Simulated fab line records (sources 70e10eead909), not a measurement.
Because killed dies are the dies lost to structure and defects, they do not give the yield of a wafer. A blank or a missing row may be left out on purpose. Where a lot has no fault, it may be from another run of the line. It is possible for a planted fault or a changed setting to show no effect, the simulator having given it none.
fab line records	flow nand_harc
record lots=13	wafers=39	last_day=33
route steps=1302 shown P_M2@331 END@1302
lots that met no fault: from a run of the same line without faults
start_h: the number of hours between the record's first day and the start of the first shown wafer of the lot	wait_h: hours from the lot's prior step to this one	" same as the row above	L1.1+2: several wafers, shown together as one row	- no value, or no start was given	* or withheld: withheld	< > ~ a bound
route shown NAME@n: a module of which the file shows steps, and the number in the route of the first	usual: the fault-free wafers' mean and standard deviation	same: alike in all rows	chamber/n: place in a boat	sites: per-site readings	_std_site: how widely they spread, as a standard deviation	_edge_site: inner sites' mean taken away from outer sites' mean	radius_mm: how far each site lies from the wafer's centre	mask NAME#n: copy n	behind: tool/chamber where the wafer was last shaped	hold: what put the lot on hold/how long, in hours/how the hold closed	device: which transistor (n, p or np) failed to switch	end of line: the tests these same wafers got at the end of their route	for a step that has no rows: nothing shown but its recipe	killed: at the first sort, the dies lost to defects and structure; wafer yield is something else	map: a wafer's dies, x killed, . not, _ none there
set.NAME: the setting the step ran with; set.NAME@STEP: the setting that earlier step ran with	model.NAME: the simulator's own value behind a step, which no gauge read
one table for each step of the route and one row for each wafer, over a sample of lots
services: when a tool's chamber went out of use (start_h, in hours from the record's first day, below 0 if earlier), for how many hours, and the reason
## steps
# step NHARC_P_M2_DESCUM_14
# recipe time_s=3	o2_flow_sccm=200	ar_flow_sccm=0	bias_power_w=0	chemistry=O2
# usual drypump_motor_current_A=5.6/0.36	oes_product_au=1.002/0.0071	rf_vpp_V=57.9/0.86	showerhead_plenum_p_Torr=1.95/0.087	throttle_valve_pct=11.311/0.0092
lot.wafer	tool	chamber	start_h	wait_h	drypump_motor_current_A	oes_product_au	rf_hours_counter_h	rf_vpp_V	showerhead_plenum_p_Torr	throttle_valve_pct
L310.2	rie_diel-13	3	127.87	0.1	5.9	1.011	6.8	57.3	1.99	11.318
L310.3	"	0	"	"	5.1	0.994	5.4	58.3	2.06	11.315
L310.6	"	2	"	"	5.3	0.989	-	58.6	2.03	11.325
L311.4	rie_diel-13	0	140.60	0.1	5.1	0.996	-	58.3	2.06	11.322
L311.6	"	1	"	"	6.0	0.999	-	57.6	1.86	11.323
L311.5	"	3	"	"	5.9	1.000	-	58.3	1.99	11.310
L312.2	rie_diel-07	3	147.21	0.1	5.8	1.007	0.8	57.1	1.94	11.304
L312.3	"	1	"	"	5.7	1.015	1.3	58.4	1.99	11.324
L312.6	"	0	"	"	5.9	1.007	-	58.1	1.99	11.317
L313.4	rie_diel-13	0	161.51	0.1	5.1	1.009	7.6	57.5	2.06	11.316
L313.2	"	1	"	"	6.1	1.012	7.7	58.1	1.85	11.310
L313.5	"	1	"	"	6.1	0.995	-	57.4	1.85	11.319
L317.2	rie_diel-13	2	206.77	0.1	5.4	0.994	0.7	58.0	2.03	11.316
L317.4	"	3	"	"	5.9	0.991	1.2	57.0	1.99	11.318
L317.3	"	0	"	"	5.1	1.003	1.3	58.4	2.06	11.302
L319.3	rie_diel-07	1	225.00	0.1	5.7	1.007	5.8	58.6	1.99	11.307
L319.5	"	2	"	"	5.1	0.992	-	56.7	1.79	11.317
L319.6	"	3	"	"	5.8	1.006	-	58.0	1.93	11.298
L320.3	rie_diel-09	0	241.50	0.1	5.6	1.002	3.4	57.4	2.00	11.307
L320.2	"	2	"	"	5.3	1.004	3.8	56.9	1.91	11.314
L320.6	"	3	"	"	5.7	0.995	-	58.2	1.81	11.325
L322.3	rie_diel-13	3	256.50	0.1	5.9	0.995	4.3	59.7	1.99	11.297
L322.5	"	2	"	"	5.4	1.002	-	58.5	2.03	11.298
L322.6	"	3	"	"	5.9	0.992	-	58.0	1.99	11.296
L324.2	rie_diel-13	1	274.06	0.1	6.0	1.000	4.8	57.4	1.85	11.317
L324.3	"	3	"	"	5.9	0.994	5.0	57.8	1.99	11.313
L324.6	"	1	"	"	6.0	0.998	-	58.4	1.85	11.312
L323.1	rie_diel-13	2	275.36	0.1	5.4	1.007	3.9	57.7	2.03	11.300
L323.6	"	3	"	"	5.9	0.997	-	58.1	1.99	11.308
L323.5	"	0	"	"	5.1	1.008	-	59.7	2.06	11.327
L325.1	rie_diel-07	2	280.48	0.1	5.1	1.016	9.2	57.4	1.79	11.323
L325.5	"	3	"	"	5.8	1.002	-	57.9	1.93	11.304
L325.6	"	0	"	"	5.9	1.007	-	58.4	1.98	11.303
L327.2	rie_diel-13	0	295.85	0.1	5.1	1.003	6.0	58.0	2.06	11.307
L327.4	"	1	"	"	6.0	1.000	5.6	58.4	1.85	11.316
L327.5	"	0	"	"	5.1	1.010	-	58.6	2.06	11.315
L333.1	rie_diel-13	2	358.75	0.1	5.4	0.991	0.2	57.4	2.03	11.323
L333.3	"	3	"	"	5.9	0.993	0.1	56.6	1.99	11.295
L333.4	"	0	"	"	5.1	0.998	0.1	58.7	2.06	11.300
# step NHARC_P_M2_ETCH_35
# recipe target_depth_a=400	overetch_a=120	time_s=43.94	ion_energy_ev=200	n2_flow_sccm=150	h2_flow_sccm=150	ar_flow_sccm=0	rf_w=400	bias_w=150	chemistry=N2/H2
# usual drypump_motor_current_A=5.6/0.35	oes_product_au=1.002/0.0077	rf_vpp_V=431.8/2.8	showerhead_plenum_p_Torr=2.09/0.093	throttle_valve_pct=14.173/0.0088
lot.wafer	tool	chamber	start_h	wait_h	drypump_motor_current_A	oes_product_au	rf_hours_counter_h	rf_vpp_V	showerhead_plenum_p_Torr	throttle_valve_pct
L310.2	rie_diel-13	2	127.97	0.1	5.4	0.994	5.9	434.6	2.17	14.171
L310.3	"	3	"	"	5.9	1.005	6.8	432.9	2.13	14.170
L310.6	"	0	"	"	5.1	1.012	-	435.1	2.20	14.171
L311.6	rie_diel-13	1	140.69	0.1	6.0	0.999	-	429.3	1.98	14.165
L311.4	"	3	"	"	5.9	0.997	-	431.8	2.13	14.183
L311.5	"	0	"	"	5.1	1.010	-	436.0	2.20	14.168
L312.3	rie_diel-07	3	147.30	0.1	5.8	1.011	0.8	431.6	2.06	14.155
L312.2	"	1	"	"	5.7	1.016	1.3	432.7	2.13	14.162
L312.6	"	0	"	"	5.9	0.999	-	434.0	2.12	14.170
L313.4	rie_diel-13	0	161.60	0.1	5.1	0.990	7.6	435.1	2.20	14.175
L313.2	"	1	"	"	6.1	0.998	7.7	430.1	1.98	14.168
L313.5	"	1	"	"	6.1	0.985	-	427.8	1.98	14.189
L317.4	rie_diel-13	3	206.85	0.1	5.9	1.002	1.2	433.3	2.13	14.168
L317.3	"	1	"	"	6.1	1.001	1.4	428.8	1.97	14.169
L317.2	"	2	"	"	5.4	1.008	0.7	434.8	2.16	14.187
L319.3	rie_diel-07	0	225.07	0.1	5.9	0.989	6.8	433.1	2.12	14.171
L319.5	"	2	"	"	5.2	1.004	-	425.7	1.90	14.178
L319.6	"	3	"	"	5.8	1.001	-	431.1	2.06	14.170
L320.3	rie_diel-09	2	241.60	0.1	5.3	1.013	3.8	429.2	2.03	14.162
L320.2	"	3	"	"	5.8	1.002	3.5	429.1	1.92	14.188
L320.6	"	2	"	"	5.3	1.001	-	430.3	2.03	14.180
L322.3	rie_diel-13	0	256.59	0.1	5.1	1.004	4.5	435.1	2.20	14.166
L322.6	"	2	"	"	5.4	0.995	-	434.6	2.16	14.176
L322.5	"	3	"	"	5.9	0.999	-	434.3	2.12	14.161
L324.2	rie_diel-13	3	274.15	0.1	5.9	1.004	5.0	434.4	2.12	14.171
L324.3	"	2	"	"	5.3	0.993	3.8	432.9	2.16	14.169
L324.6	"	0	"	"	5.1	1.002	-	434.6	2.20	14.150
L323.1	rie_diel-13	0	275.41	0.1	5.1	1.012	5.4	435.3	2.20	14.167
L323.6	"	0	"	"	5.1	1.005	-	435.2	2.20	14.178
L323.5	"	1	"	"	6.0	0.997	-	429.1	1.97	14.169
L325.1	rie_diel-07	2	280.54	0.1	5.1	1.008	9.2	427.3	1.90	14.166
L325.6	"	1	"	"	5.7	1.011	-	433.6	2.12	14.180
L325.5	"	2	"	"	5.1	1.026	-	425.9	1.90	14.182
L327.2	rie_diel-13	2	295.93	0.1	5.4	1.008	4.8	433.2	2.16	14.163
L327.4	"	3	"	"	5.9	1.018	5.9	433.4	2.12	14.169
L327.5	"	3	"	"	5.9	1.003	-	433.3	2.12	14.187
L333.4	rie_diel-13	2	358.84	0.1	5.4	0.993	0.2	433.4	2.16	14.175
L333.1	"	3	"	"	5.9	0.995	0.1	432.5	2.12	14.172
L333.3	"	0	"	"	5.1	1.002	0.1	435.2	2.20	14.187
# step NHARC_P_M2_ANNEAL_31
# recipe temp_c=225	time_s=90
# usual anneal_temp_c=224.97/0.16	anneal_temp_c_max=226.07/0.26	wafer_temp_C_max=225.8/0.31
lot.wafer	tool	chamber	start_h	wait_h	anneal_temp_c	anneal_temp_c_max	wafer_temp_C_max
L310.2	rtp_anneal-02	0	129.72	-	225.12	225.90	225.8
L310.3	"	0	"	"	225.20	226.05	226.5
L310.6	"	0	"	"	224.96	225.76	225.8
L311.4	rtp_anneal-01	0	142.54	0.4	225.25	226.38	226.1
L311.5	"	0	"	"	225.19	226.51	225.3
L311.6	"	0	"	"	225.08	226.15	225.8
L312.2	rtp_anneal-01	0	149.01	-	225.27	226.54	225.7
L312.3	"	0	"	"	224.90	226.07	225.7
L312.6	"	0	"	"	224.98	225.88	225.7
L313.2	rtp_anneal-02	0	163.33	0.3	224.94	225.85	225.9
L313.4	"	0	"	"	224.95	226.13	225.6
L313.5	"	0	"	"	224.89	225.83	225.9
L317.2	rtp_anneal-02	0	208.59	0.3	224.78	225.62	225.8
L317.3	"	0	"	"	225.05	226.38	225.5
L317.4	"	0	"	"	225.09	226.06	226.1
L319.3	rtp_anneal-02	0	227.00	0.4	225.09	226.40	226.1
L319.5	"	0	"	"	225.09	226.19	225.8
L319.6	"	0	"	"	224.78	226.14	225.6
L320.2	rtp_anneal-01	0	243.56	0.5	225.06	226.29	225.4
L320.3	"	0	"	"	225.12	226.47	225.8
L320.6	"	0	"	"	224.86	226.11	225.6
L322.3	rtp_anneal-02	0	258.38	0.3	225.26	226.14	226.1
L322.5	"	0	"	"	225.00	225.85	226.1
L322.6	"	0	"	"	225.07	226.07	226.3
L324.2	rtp_anneal-01	-	275.89	0.4	-	-	-
L324.3	"	-	"	"	-	-	-
L324.6	"	-	"	"	-	-	-
L323.1	rtp_anneal-01	-	277.11	-	-	-	-
L323.5	"	-	"	"	-	-	-
L323.6	"	-	"	"	-	-	-
L325.1	rtp_anneal-02	-	282.20	-	-	-	-
L325.5	"	-	"	"	-	-	-
L325.6	"	-	"	"	-	-	-
L327.2	rtp_anneal-02	0	298.14	-	224.75	225.89	226.5
L327.4	"	0	"	"	224.75	225.96	225.8
L327.5	"	0	"	"	224.63	225.53	225.7
L333.1	rtp_anneal-02	0	360.54	0.4	224.93	226.23	226.8
L333.3	"	0	"	"	224.89	225.98	226.4
L333.4	"	0	"	"	224.99	225.97	226.2
# step NHARC_P_M2_DEP_33
# recipe target_thk_a=300	temp_c=370	target_thk_nm=30	pressure_torr=3	flow_sccm=200	rf_w=450	material=SiCN
# usual chamber_pressure_Torr=2.999/0.0065	heater_power_w=596/77	showerhead_vpp_V=1317/63
lot.wafer	tool	chamber	start_h	wait_h	chamber_pressure_Torr	heater_power_w	showerhead_vpp_V
L310.2	pecvd-02	2	130.63	0.1	3.016	712	1386
L310.3	"	1	"	"	3.006	537	1350
L310.6	"	2	"	"	2.997	743	1377
L311.6	pecvd-01	1	143.48	0.2	2.991	553	1217
L311.4	"	2	"	"	2.986	724	1329
L311.5	"	0	"	"	2.992	667	1328
L312.3	pecvd-01	1	149.97	0.1	2.991	602	1209
L312.2	"	2	"	"	3.004	743	1339
L312.6	"	0	"	"	2.997	588	1343
L313.2	pecvd-01	2	164.24	0.1	2.995	648	1353
L313.5	"	0	"	"	2.999	588	1339
L313.4	"	1	"	"	3.006	531	1232
L317.2	pecvd-02	2	209.59	0.1	3.002	747	1357
L317.3	"	0	"	"	2.996	536	1244
L317.4	"	1	"	"	2.995	555	1338
L319.3	pecvd-01	0	227.90	0.1	3.001	668	1334
L319.6	"	0	"	"	3.002	656	1348
L319.5	"	1	"	"	2.992	528	1200
L320.3	pecvd-04	2	244.47	0.1	2.998	626	1342
L320.2	"	0	"	"	2.995	526	1230
L320.6	"	0	"	"	2.997	531	1218
L322.3	pecvd-02	2	259.32	0.1	2.999	710	1367
L322.6	"	0	"	"	3.004	526	1259
L322.5	"	2	"	"	3.012	732	1374
L324.2	pecvd-01	2	276.80	0.1	3.008	739	1343
L324.3	"	1	"	"	2.998	538	1190
L324.6	"	1	"	"	3.004	542	1242
L323.1	pecvd-02	0	278.16	0.1	3.001	603	1276
L323.6	"	2	"	"	2.991	744	1382
L323.5	"	0	"	"	3.008	584	1238
L325.1	pecvd-02	2	283.28	0.1	2.999	744	1374
L325.5	"	1	"	"	2.998	645	1351
L325.6	"	2	"	"	3.001	723	1365
L327.2	pecvd-01	0	299.15	0.1	2.995	638	1319
L327.5	"	1	"	"	3.001	579	1234
L327.4	"	2	"	"	2.998	653	1337
L333.3	pecvd-02	2	361.50	0.1	3.001	646	1342
L333.1	"	1	"	"	3.005	593	1354
L333.4	"	1	"	"	3.004	604	1359
# step NHARC_END_SORT_01
# recipe temp_c=25
# usual defect_limited_yield=91.2/2.5	killed_at_array=55/17	killed_at_other=1.1/1.4	killed_at_periphery=3.9/3	killed_dies=59/17	killed_open=3.5/2	killed_short=2.6/1.6
# same gross_dies=677
lot.wafer	tool	chamber	start_h	wait_h	hold	defect_limited_yield[%]	killed_at_array	killed_at_other	killed_at_periphery	killed_dies	killed_open	killed_short
L310.2	prober-01	0	573.68	2.8	-	89.1	70	0	4	74	4	4
L310.3	prober-01	0	574.47	3.1	-	90.1	62	1	4	67	2	3
L310.6	prober-01	0	576.84	4.0	-	90.0	62	0	6	68	5	2
L311.4	prober-01	0	583.14	3.5	-	91.0	57	0	4	61	5	5
L311.5	prober-01	0	583.95	3.8	-	91.0	60	0	1	61	1	1
L311.6	prober-01	0	584.76	4.0	-	91.9	54	0	1	55	1	2
L312.2	prober-02	0	591.92	2.8	-	87.9	79	0	3	82	1	3
L312.3	prober-02	0	592.72	3.1	-	90.3	61	0	5	66	5	6
L312.6	prober-02	0	595.10	4.0	-	90.0	67	0	1	68	2	1
L313.2	prober-01	0	591.97	2.8	-	92.0	51	0	3	54	5	3
L313.4	prober-01	0	593.56	3.4	-	94.1	38	0	2	40	2	3
L313.5	prober-01	0	594.36	3.7	-	95.1	28	0	5	33	2	0
L317.2	prober-01	0	635.92	2.8	-	87.3	83	0	3	86	0	4
L317.3	prober-01	0	636.73	3.1	-	86.4	89	0	3	92	5	1
L317.4	prober-01	0	637.53	3.4	-	86.7	83	0	7	90	3	1
L319.3	prober-02	0	658.07	3.1	-	90.7	60	0	3	63	3	4
L319.5	prober-02	0	659.67	3.7	-	91.7	50	3	3	56	1	4
L319.6	prober-02	0	660.47	4.0	-	92.3	49	1	2	52	0	6
L320.2	prober-01	0	668.54	2.8	-	98.2	8	1	3	12	4	0
L320.3	prober-01	0	669.35	3.1	-	97.2	17	1	1	19	1	2
L320.6	prober-01	0	671.76	4.0	-	96.8	18	2	2	22	3	1
L322.3	prober-02	0	683.77	3.1	-	89.7	66	1	3	70	2	4
L322.5	prober-02	0	685.37	3.7	-	89.4	65	1	6	72	6	4
L322.6	prober-02	0	686.18	4.0	-	88.8	71	2	3	76	5	4
L323.1	prober-01	0	704.85	2.5	await_dispo/4.4h/release	84.8	74	0	29	103	9	3
L323.5	prober-01	0	708.01	3.7	await_dispo/4.4h/release	88.5	56	0	22	78	3	3
L323.6	prober-01	0	708.80	4.0	await_dispo/4.4h/release	87.3	59	1	26	86	4	2
L327.2	prober-01	0	721.13	2.8	-	94.4	29	4	5	38	3	7
L327.4	prober-01	0	722.73	3.4	-	95.0	28	3	3	34	2	2
L327.5	prober-01	0	723.53	3.7	-	95.9	23	2	3	28	8	2
L333.1	prober-02	0	788.18	2.5	-	90.3	61	0	5	66	5	1
L333.3	prober-02	0	789.79	3.1	-	91.4	53	2	3	58	4	1
L333.4	prober-02	0	790.59	3.4	-	91.3	54	2	3	59	3	3
# killed by level:class
L310.2 A_SLIT:chamber_film_flake=26 A_CHANNEL_HOLE_D2:chamber_film_flake=22 A_STAIRCASE:chamber_film_flake=6 A_CONTACT:unspecified=6 A_CHANNEL_FILL_D1:geometric_particle:short=2 A_CHANNEL_FILL_D1:geometric_particle:open=2 P_M2:chamber_film_flake=2 A_ONON_D1:geometric_particle:open=1
L310.3 A_SLIT:chamber_film_flake=23 A_CHANNEL_HOLE_D2:chamber_film_flake=22 A_STAIRCASE:chamber_film_flake=5 A_CONTACT:chamber_film_flake=3 A_BONDPAD:chamber_film_flake=2 P_GATE:geometric_particle:open=1 A_ONON_D1:geometric_particle:short=1 A_ONON_D2:geometric_particle:short=1
L310.6 A_CHANNEL_HOLE_D2:chamber_film_flake=25 A_SLIT:chamber_film_flake=21 A_CONTACT:chamber_film_flake=3 A_BONDPAD:chamber_film_flake=3 P_ZERO_WELL:chamber_film_flake=2 P_M2:chamber_film_flake=2 A_STAIRCASE:chamber_film_flake=2 A_CONTACT:unspecified=2
L311.4 A_CHANNEL_HOLE_D2:chamber_film_flake=24 A_CHANNEL_HOLE_D1:chamber_film_flake=17 A_STAIRCASE:chamber_film_flake=3 A_ONON_D2:geometric_particle:short=2 P_GATE:chamber_film_flake=2 A_CONTACT:chamber_film_flake=2 A_CHANNEL_FILL_D1:geometric_particle:open=1 A_CHANNEL_FILL_D1:geometric_particle:short=1
L311.5 A_CHANNEL_HOLE_D1:chamber_film_flake=24 A_CHANNEL_HOLE_D2:chamber_film_flake=20 A_STAIRCASE:chamber_film_flake=5 A_DECK1_JOINT:chamber_film_flake=3 A_ZERO_WELL:chamber_film_flake=2 A_CHANNEL_FILL_D1:chamber_film_flake=2 A_CONTACT:chamber_film_flake=2 A_WL_FILL:geometric_particle:short=1
L311.6 A_CHANNEL_HOLE_D2:chamber_film_flake=29 A_CHANNEL_HOLE_D1:chamber_film_flake=15 A_CONTACT:chamber_film_flake=4 A_ONON_D1:geometric_particle:short=1 A_ONON_D2:geometric_particle:short=1 A_M0:geometric_particle:open=1 P_M2:chamber_film_flake=1 A_ZERO_WELL:chamber_film_flake=1
L312.2 A_CHANNEL_HOLE_D2:chamber_film_flake=29 A_SLIT:chamber_film_flake=27 A_CHANNEL_HOLE_D1:chamber_film_flake=13 A_STAIRCASE:chamber_film_flake=3 A_M0:geometric_particle:short=2 A_CONTACT:chamber_film_flake=2 A_DECK1_JOINT:geometric_particle:open=1 A_CHANNEL_FILL_D2:geometric_particle:short=1
L313.2 A_CHANNEL_HOLE_D1:chamber_film_flake=27 A_CHANNEL_HOLE_D2:chamber_film_flake=5 A_BONDPAD:chamber_film_flake=5 A_STAIRCASE:chamber_film_flake=4 A_ONON_D1:geometric_particle:short=2 A_M0:geometric_particle:open=2 A_CONTACT:chamber_film_flake=2 P_M0:geometric_particle:open=1
L312.3 A_SLIT:chamber_film_flake=25 A_CHANNEL_HOLE_D1:chamber_film_flake=10 A_CHANNEL_HOLE_D2:chamber_film_flake=9 A_STAIRCASE:chamber_film_flake=3 P_CONTACT:geometric_particle:open=2 A_CHANNEL_FILL_D2:geometric_particle:short=2 A_ZERO_WELL:chamber_film_flake=2 A_CONTACT:chamber_film_flake=2
L313.4 A_CHANNEL_HOLE_D1:chamber_film_flake=18 A_STAIRCASE:chamber_film_flake=6 A_CHANNEL_HOLE_D2:chamber_film_flake=5 A_CHANNEL_FILL_D1:geometric_particle:open=2 A_BONDPAD:chamber_film_flake=2 A_ONON_D1:geometric_particle:short=1 A_CHANNEL_FILL_D1:geometric_particle:short=1 A_SLIT:geometric_particle:short=1
L313.5 A_CHANNEL_HOLE_D1:chamber_film_flake=15 P_GATE:chamber_film_flake=4 A_STAIRCASE:chamber_film_flake=4 A_CHANNEL_HOLE_D2:chamber_film_flake=3 A_CONTACT:chamber_film_flake=2 A_CHANNEL_FILL_D1:geometric_particle:open=1 A_M0:geometric_particle:open=1 P_STI:chamber_film_flake=1
L312.6 A_SLIT:chamber_film_flake=31 A_CHANNEL_HOLE_D2:chamber_film_flake=16 A_CHANNEL_HOLE_D1:chamber_film_flake=11 A_STAIRCASE:chamber_film_flake=3 A_CONTACT:chamber_film_flake=3 P_CONTACT:geometric_particle:open=1 A_ONON_D1:geometric_particle:short=1 A_M1:geometric_particle:open=1
L317.2 A_SLIT:chamber_film_flake=31 A_CHANNEL_HOLE_D1:chamber_film_flake=23 A_STAIRCASE:chamber_film_flake=8 A_CHANNEL_HOLE_D2:chamber_film_flake=8 A_BLC:chamber_film_flake=3 A_CHANNEL_HOLE_D2:geometric_particle:short=2 P_ZERO_WELL:chamber_film_flake=2 A_WL_FILL:chamber_film_flake=2
L317.3 A_SLIT:chamber_film_flake=33 A_CHANNEL_HOLE_D1:chamber_film_flake=19 A_CHANNEL_HOLE_D2:chamber_film_flake=11 A_STAIRCASE:chamber_film_flake=10 A_CONTACT:chamber_film_flake=4 P_M0:geometric_particle:open=2 A_ONON_D1:geometric_particle:open=2 A_CHANNEL_FILL_D1:chamber_film_flake=2
L317.4 A_SLIT:chamber_film_flake=32 A_CHANNEL_HOLE_D1:chamber_film_flake=21 A_STAIRCASE:chamber_film_flake=7 A_BLC:chamber_film_flake=7 A_CHANNEL_HOLE_D2:chamber_film_flake=4 A_CONTACT:chamber_film_flake=4 P_ZERO_WELL:chamber_film_flake=3 P_GATE:chamber_film_flake=3
L319.3 A_SLIT:chamber_film_flake=31 A_CHANNEL_HOLE_D2:chamber_film_flake=10 A_CHANNEL_HOLE_D1:chamber_film_flake=5 A_WL_FILL:chamber_film_flake=3 A_CONTACT:chamber_film_flake=3 A_M0:geometric_particle:short=2 P_BONDPAD:chamber_film_flake=2 A_ONON_D1:geometric_particle:short=1
L319.5 A_SLIT:chamber_film_flake=25 A_CHANNEL_HOLE_D2:chamber_film_flake=11 A_CHANNEL_HOLE_D1:chamber_film_flake=5 THIN_TSV:chamber_film_flake=3 A_ZERO_WELL:chamber_film_flake=2 A_DECK1_JOINT:chamber_film_flake=2 P_GATE:geometric_particle:short=1 P_M0:geometric_particle:open=1
L319.6 A_SLIT:chamber_film_flake=25 A_CHANNEL_HOLE_D2:chamber_film_flake=10 A_CHANNEL_HOLE_D1:chamber_film_flake=5 A_ONON_D2:geometric_particle:short=2 A_CONTACT:chamber_film_flake=2 P_M1:geometric_particle:short=1 A_SLIT:geometric_particle:short=1 A_WL_FILL:geometric_particle:short=1
L320.2 A_CHANNEL_HOLE_D1:chamber_film_flake=4 P_CONTACT:geometric_particle:open=2 P_M0:geometric_particle:open=1 A_ONON_D1:geometric_particle:open=1 A_STAIRCASE:chamber_film_flake=1 A_SLIT:chamber_film_flake=1 A_M1:chamber_film_flake=1 THIN_TSV:chamber_film_flake=1
L320.3 A_CHANNEL_HOLE_D1:chamber_film_flake=8 A_CONTACT:chamber_film_flake=2 A_CHANNEL_HOLE_D2:geometric_particle:short=1 A_CHANNEL_FILL_D2:geometric_particle:short=1 A_CHANNEL_FILL_D2:geometric_particle:open=1 P_BONDPAD:chamber_film_flake=1 A_DECK1_JOINT:chamber_film_flake=1 A_STAIRCASE:chamber_film_flake=1
L320.6 A_CHANNEL_HOLE_D1:chamber_film_flake=9 A_WL_FILL:chamber_film_flake=2 THIN_TSV:chamber_film_flake=2 P_GATE:geometric_particle:open=1 A_SOURCE_PLATE:geometric_particle:open=1 A_ONON_D2:geometric_particle:open=1 A_CHANNEL_FILL_D2:geometric_particle:short=1 P_BONDPAD:chamber_film_flake=1
L322.3 A_SLIT:chamber_film_flake=28 A_CHANNEL_HOLE_D2:chamber_film_flake=17 A_STAIRCASE:chamber_film_flake=5 A_CONTACT:chamber_film_flake=5 A_CHANNEL_HOLE_D1:chamber_film_flake=3 A_WL_FILL:chamber_film_flake=2 P_M0:geometric_particle:open=1 A_ONON_D1:geometric_particle:open=1
L322.5 A_SLIT:chamber_film_flake=27 A_CHANNEL_HOLE_D2:chamber_film_flake=12 A_CHANNEL_HOLE_D1:chamber_film_flake=8 A_CONTACT:chamber_film_flake=4 A_BONDPAD:chamber_film_flake=4 A_DECK1_JOINT:geometric_particle:open=2 A_ONON_D2:geometric_particle:short=2 P_M1:chamber_film_flake=2
L322.6 A_SLIT:chamber_film_flake=29 A_CHANNEL_HOLE_D2:chamber_film_flake=11 A_CHANNEL_HOLE_D1:chamber_film_flake=7 A_CONTACT:chamber_film_flake=6 A_STAIRCASE:chamber_film_flake=4 A_CHANNEL_FILL_D2:chamber_film_flake=3 A_WL_FILL:chamber_film_flake=3 A_CHANNEL_FILL_D1:geometric_particle:short=2
L323.1 A_SLIT:chamber_film_flake=36 P_M2:area_anneal=27 A_CHANNEL_HOLE_D2:chamber_film_flake=14 A_CHANNEL_HOLE_D1:chamber_film_flake=11 A_CHANNEL_FILL_D1:geometric_particle:open=2 A_ONON_D2:geometric_particle:open=2 P_CONTACT:geometric_particle:open=1 P_M1:geometric_particle:open=1
L323.5 A_SLIT:chamber_film_flake=28 P_M2:area_anneal=20 A_CHANNEL_HOLE_D2:chamber_film_flake=12 A_CHANNEL_HOLE_D1:chamber_film_flake=5 A_CONTACT:chamber_film_flake=3 A_STAIRCASE:chamber_film_flake=2 P_M0:geometric_particle:short=1 A_DECK1_JOINT:geometric_particle:open=1
L323.6 A_SLIT:chamber_film_flake=27 P_M2:area_anneal=24 A_CHANNEL_HOLE_D2:chamber_film_flake=16 A_CHANNEL_HOLE_D1:chamber_film_flake=8 A_CONTACT:chamber_film_flake=2 P_M2:geometric_particle:open=1 A_SOURCE_PLATE:geometric_particle:open=1 A_DECK1_JOINT:geometric_particle:short=1
L327.2 A_CHANNEL_HOLE_D1:chamber_film_flake=9 A_SLIT:chamber_film_flake=5 A_CONTACT:chamber_film_flake=4 A_DECK1_JOINT:chamber_film_flake=3 THIN_TSV:chamber_film_flake=3 A_ONON_D1:geometric_particle:short=2 P_ZERO_WELL:chamber_film_flake=2 P_CONTACT:geometric_particle:open=1
L327.4 A_CHANNEL_HOLE_D1:chamber_film_flake=15 A_CONTACT:chamber_film_flake=5 A_SLIT:chamber_film_flake=4 THIN_TSV:chamber_film_flake=3 P_GATE:geometric_particle:short=1 P_M0:geometric_particle:open=1 A_ONON_D1:geometric_particle:open=1 A_M0:geometric_particle:short=1
L327.5 A_CHANNEL_HOLE_D1:chamber_film_flake=8 A_CONTACT:chamber_film_flake=5 A_CHANNEL_FILL_D2:geometric_particle:open=3 P_M0:geometric_particle:open=2 A_CHANNEL_FILL_D1:geometric_particle:open=2 A_SLIT:chamber_film_flake=2 THIN_TSV:chamber_film_flake=2 P_M0:geometric_particle:short=1
L333.1 A_SLIT:chamber_film_flake=33 A_CONTACT:chamber_film_flake=12 A_CHANNEL_HOLE_D1:chamber_film_flake=4 A_CHANNEL_FILL_D2:chamber_film_flake=4 A_ONON_D1:geometric_particle:open=2 A_BLC:geometric_particle:open=2 P_GATE:chamber_film_flake=2 P_M2:chamber_film_flake=2
L333.3 A_SLIT:chamber_film_flake=30 A_CONTACT:chamber_film_flake=11 A_CHANNEL_FILL_D2:chamber_film_flake=4 A_ONON_D1:geometric_particle:open=2 P_GATE:chamber_film_flake=2 A_CHANNEL_HOLE_D1:geometric_particle:open=1 A_CHANNEL_FILL_D1:geometric_particle:open=1 P_M2:chamber_film_flake=1
L333.4 A_SLIT:chamber_film_flake=33 A_CONTACT:chamber_film_flake=8 A_CHANNEL_HOLE_D1:chamber_film_flake=5 A_CHANNEL_FILL_D2:geometric_particle:open=2 A_WL_FILL:chamber_film_flake=2 THIN_TSV:chamber_film_flake=2 P_M1:geometric_particle:open=1 A_ONON_D1:geometric_particle:short=1
## services
tool	chamber	start_h	hours	kind
rie_diel-07	2	104.51	5.0	repair
rie_diel-07	-	117.20	9.0	pm
rie_diel-13	1	121.42	12.2	repair
pecvd-01	-	130.00	13.0	pm
rie_diel-13	2	131.73	12.6	repair
rie_diel-09	-	143.10	9.0	pm
pecvd-02	-	147.14	1.4	repair
rie_diel-09	0	163.07	6.6	repair
rie_diel-13	-	165.00	9.0	pm
rie_diel-07	1	172.11	5.1	repair
pecvd-02	-	182.11	1.0	repair
rie_diel-13	2	183.85	7.4	repair
rie_diel-07	3	200.40	4.0	repair
pecvd-02	-	227.09	13.0	pm
rie_diel-09	1	240.36	4.9	repair
rie_diel-13	2	240.90	4.3	repair
rie_diel-09	2	243.48	5.8	repair
rie_diel-09	-	270.74	13.2	repair
pecvd-02	0	279.41	6.0	repair
rie_diel-07	-	294.20	9.0	pm
pecvd-01	-	311.00	13.0	pm
rie_diel-09	1	318.38	2.7	repair
pecvd-02	-	324.45	0.6	repair
rie_diel-13	-	342.03	9.0	pm
## key
first_sign step=NHARC_P_M2_ANNEAL_31	reading=tool_record	direction=missing
effect step=NHARC_END_SORT_01	reading=killed_at_periphery	direction=up	sigmas=7.4	usual=3.9	struck=25.7
met_at NHARC_P_M2_ANNEAL_31
struck_lots L323,L324,L325
sort_left_out L324.2,L324.3,L324.6,L325.1,L325.5,L325.6
not_acting_at NHARC_P_M2_DESCUM_14,NHARC_P_M2_ETCH_35,NHARC_P_M2_DEP_33
onset_between 258.38 275.89
fault kind=skipped_step_whole	tool=rtp_anneal-01,rtp_anneal-02	chamber=-	onset_h=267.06	steps=NHARC_P_M2_ANNEAL_31	scope=struck_lots_only
# sort_left_out: the simulated sort isn't trusted on such a fault, so these wafers' sort isn't shown, and their yield isn't known
